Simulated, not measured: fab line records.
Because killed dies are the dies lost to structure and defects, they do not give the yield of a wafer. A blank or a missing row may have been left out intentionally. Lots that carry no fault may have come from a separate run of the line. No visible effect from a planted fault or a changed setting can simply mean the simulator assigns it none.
Split-lot trial    flow n5-finfet    on a route of 1938 steps: 7 lots, 21 wafers read

THE SPLIT
At N5_BEOL_M0_SAQP_COAT_08 (resist thk 90 nm), the setting spin-rpm was moved away from the recipe's 1500 rpm on 4 of the 21 wafers read, by -8.4% to -3.8%. All remaining wafers had this setting at the recipe value.

FROM THE SPLIT TO THE READING: what the file shows between them, 6 steps
- N5_BEOL_M0_SAQP_EBR_10
- N5_BEOL_M0_SAQP_SOFTBAKE_09: time 60 s
- N5_BEOL_M0_SAQP_EXPOSE_11: exposes mask M0 CORE, target cd 42 nm
- N5_BEOL_M0_SAQP_PEB_12: peb time 60 s
- N5_BEOL_M0_SAQP_DEVELOP_13: develop time 30 s
- N5_BEOL_M0_SAQP_DESCUM_19: chemistry O2, time 7.9 s

THE READING
CAR-ArF_of_BEOL_M0_SAQP_COAT_08.thk-nm (the simulator's own value, which no gauge read), in nm, at N5_BEOL_M0_SAQP_ETCH_83 (etches SiARC in CF4, target depth 39 nm, time 65 s). The file gives no usual value for it. The 17 wafers here that ran the recipe average 55.4 nm, standard deviation 0.28 nm.

wafer   tool, chamber at the split  spin-rpm as run, rpm  against the recipe  CAR-ArF_of_BEOL_M0_SAQP_COAT_08.thk-nm, nm  against lot-mates on the recipe
L076.1  litho-track-04, 0           1500                  recipe              55.6                                        -
L076.4  litho-track-04, 0           1500                  recipe              55.6                                        -
L076.5  litho-track-04, 0           1500                  recipe              55.4                                        -
L075.2  litho-track-05, 0           1500                  recipe              55.4                                        -
L075.3  litho-track-05, 0           1500                  recipe              55.2                                        -
L075.4  litho-track-05, 0           1500                  recipe              55.2                                        -
L078.1  litho-track-01, 0           1500                  recipe              55.6                                        -
L078.4  litho-track-01, 0           1500                  recipe              55                                          -
L078.6  litho-track-01, 0           1500                  recipe              55.2                                        -
L084.1  litho-track-01, 0           1500                  recipe              55.8                                        -
L084.2  litho-track-01, 0           1500                  recipe              56                                          -
L084.5  litho-track-01, 0           1500                  recipe              55.6                                        -
L090.1  litho-track-04, 0           1374                  -8.4%               59.8                                        +4.0
L090.2  litho-track-04, 0           1500                  recipe              55.8                                        -
L090.4  litho-track-04, 0           1374                  -8.4%               59.6                                        +3.8
L094.1  litho-track-05, 0           1500                  recipe              55                                          -
L094.3  litho-track-05, 0           1500                  recipe              55.4                                        -
L094.5  litho-track-05, 0           1500                  recipe              55.2                                        -
L095.1  litho-track-01, 0           1443                  -3.8%               57                                          +1.8
L095.2  litho-track-01, 0           1500                  recipe              55.2                                        -
L095.6  litho-track-01, 0           1443                  -3.8%               57.2                                        +2.0

THE FIT
A straight line over all 21 wafers: CAR-ArF_of_BEOL_M0_SAQP_COAT_08.thk-nm changes by -0.499 nm for each +1% of spin-rpm; r = -0.98; the points scatter about the line by 0.28 nm.
The same after taking each lot's own level away (the mean of its wafers on the recipe; 21 wafers): -0.469 nm for each +1%; r = -0.99; scatter 0.16 nm.
That fit puts the effect of the largest move of spin-rpm on the reading at 3.9 nm.
The span of the lots' own levels, 55.20 to 55.80 nm, comes to 2.1 times the standard deviation stated above.
The two slopes are in agreement: the lot-to-lot level therefore moves the slope only a little.
Check: +3.91 nm against its lot-mates is what the line predicts for one of the wafers moved furthest among these (-8.4%) when that wafer is left out of the fit. It came out at +4 nm against them.

THE WHOLE CHAIN: every reading that the file lists as answering this split, in the file's order
step                        what it does                                        reading                                                                                  change (the file's fit)                r (the file's)
N5_BEOL_M0_SAQP_COAT_08     resist thk 90 nm                                    CAR-ArF_of_BEOL_M0_SAQP_COAT_08.thk-nm (the simulator's own value, which no gauge read)  -0.505 nm for each +1% of the setting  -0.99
N5_BEOL_M0_SAQP_DEVELOP_13  develop time 30 s                                   CAR-ArF_of_BEOL_M0_SAQP_COAT_08.thk-nm (the simulator's own value, which no gauge read)  -0.5 nm for each +1% of the setting    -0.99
N5_BEOL_M0_SAQP_DESCUM_19   chemistry O2, time 7.9 s                            CAR-ArF_of_BEOL_M0_SAQP_COAT_08.thk-nm (the simulator's own value, which no gauge read)  -0.49 nm for each +1% of the setting   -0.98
N5_BEOL_M0_SAQP_ETCH_83     etches SiARC in CF4, target depth 39 nm, time 65 s  CAR-ArF_of_BEOL_M0_SAQP_COAT_08.thk-nm (the simulator's own value, which no gauge read)  -0.47 nm for each +1% of the setting   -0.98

FILE'S OWN FIT
CAR-ArF_of_BEOL_M0_SAQP_COAT_08.thk-nm changes by -0.47 nm for each +1% of spin-rpm, r = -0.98.
